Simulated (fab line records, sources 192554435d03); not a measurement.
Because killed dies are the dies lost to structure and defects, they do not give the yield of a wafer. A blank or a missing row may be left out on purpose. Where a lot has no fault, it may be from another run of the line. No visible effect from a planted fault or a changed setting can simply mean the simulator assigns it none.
Chamber matching ; flow n5Finfet ; N5_GATE_CUT_PECVD_57 on pecvd-02: 3 sister chambers
The step deposits SiNx from SiH4/NH3/N2, target thk 21 nm. 6 wafers are shown with their chamber, then 7 later ones without.

== WAFERS PAIRED WITH THEIR CHAMBERS ==
wafer;chamber;throttleValvePct (%);showerheadPlenumPTorr (Torr)
L074.5;0;43.4;5.22
L077.4;2;37.4;5.19
L079.2;0;43.9;5.21
L079.6;1;41.8;5.12
L085.1;2;37.5;5.18
L085.4;1;41.7;5.14

== WAFERS WITHOUT THEIR CHAMBER ==
wafer;throttleValvePct (%);showerheadPlenumPTorr (Torr)
L085.5;44.2;5.22
L090.2;37.7;5.19
L090.3;41.4;5.13
L090.5;41.5;5.14
L092.3;41.7;5.13
L092.5;44.7;5.21
L092.6;37.8;5.16

== EACH ONE'S CHAMBER ==
wafer;from the rows above;in truth
L085.5;0;0
L090.2;2;2
L090.3;1;1
L090.5;1;1
L092.3;1;1
L092.5;0;0
L092.6;2;2
Placed correctly: 7 of 7. Can't be placed from these rows: 0. Number placed wrongly: 0.
How it was worked out, from the rows above alone: a wafer's distance from a chamber is the root of the sum, over the readings, of the square of ((its reading less the chamber's mean) divided by the reading's scatter). If the next closest chamber is less than 2 further off than the closest, the wafer can't be placed; otherwise it belongs to the closest. Each chamber's mean is taken over the wafers shown for it. How the scatter is found: for the shown wafers, subtract from each reading the mean of its chamber, square and add these, divide the total by (wafers less chambers), then take the root.
